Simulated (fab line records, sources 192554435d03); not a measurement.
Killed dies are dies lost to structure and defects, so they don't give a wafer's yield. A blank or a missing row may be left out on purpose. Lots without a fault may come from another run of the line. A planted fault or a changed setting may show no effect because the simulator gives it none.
Chamber matching | flow n5_finfet | N5_FIN_SAQP_PECVD_47 on pecvd-03: 3 sister chambers
The step deposits a-Si from SiH4/He, target thk 45 nm, time 36.3 s. 16 wafers are shown with their chamber, then 8 later ones without.

WAFERS WITH THEIR CHAMBER
wafer  | chamber | showerhead_plenum_p_Torr (Torr) | throttle_valve_pct (%) | heater_power_w (W)
L077.2 | 1       | 5.55                            | 18.7                   | 847
L077.5 | 2       | 5.66                            | 18.2                   | 728
L077.6 | 0       | 5.66                            | 17.6                   | 806
L078.1 | 1       | 5.55                            | 18.8                   | 895
L078.4 | 1       | 5.57                            | 19.0                   | 891
L078.5 | 2       | 5.68                            | 18.3                   | 833
L080.1 | 0       | 5.64                            | 17.8                   | 836
L080.3 | 1       | 5.56                            | 19.0                   | 806
L080.4 | 1       | 5.56                            | 18.8                   | 822
L082.3 | 1       | 5.56                            | 18.8                   | 838
L082.4 | 2       | 5.67                            | 18.3                   | 809
L082.6 | 1       | 5.56                            | 18.9                   | 839
L083.4 | 1       | 5.56                            | 18.9                   | 865
L083.5 | 0       | 5.66                            | 17.9                   | 787
L083.6 | 2       | 5.68                            | 18.5                   | 828
L089.2 | 0       | 5.66                            | 17.7                   | 691

SIGNATURES (means of the wafers above)
reading                  | chamber 0 | chamber 1 | chamber 2 | scatter within a chamber
showerhead_plenum_p_Torr | 5.6550    | 5.5587    | 5.6725    | 0.00815
throttle_valve_pct       | 17.750    | 18.863    | 18.325    | 0.116
heater_power_w           | 780.00    | 850.38    | 799.50    | 44.6
Rule: a wafer's distance from a chamber is the root of the sum, over the readings, of the square of ((its reading less the chamber's mean) divided by the reading's scatter). The wafer belongs to the nearest chamber; if the next one is less than 2 further off, it can't be placed. The scatter: the root of (the sum of the squares of (reading less its chamber's mean) over the shown wafers, divided by (wafers less chambers)).

WAFERS WITHOUT THEIR CHAMBER
wafer  | showerhead_plenum_p_Torr (Torr) | throttle_valve_pct (%) | heater_power_w (W)
L089.4 | 5.56                            | 18.8                   | 874
L089.6 | 5.64                            | 17.9                   | 723
L090.1 | 5.65                            | 18.0                   | 796
L090.3 | 5.66                            | 18.6                   | 816
L090.5 | 5.56                            | 18.8                   | 861
L092.1 | 5.65                            | 17.9                   | 831
L092.3 | 5.57                            | 18.8                   | 835
L092.4 | 5.66                            | 17.8                   | 779

WHICH CHAMBER EACH WENT THROUGH
wafer  | from the rows above     | in truth
L089.4 | 1                       | 1
L089.6 | 0                       | 0
L090.1 | can't be placed: 0 or 2 | 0
L090.3 | 2                       | 2
L090.5 | 1                       | 1
L092.1 | 0                       | 0
L092.3 | 1                       | 1
L092.4 | 0                       | 0
Placed correctly: 7 of 8. Can't be placed from these rows: 1 (the true chamber is among the candidates in 1). Placed wrongly: 0.
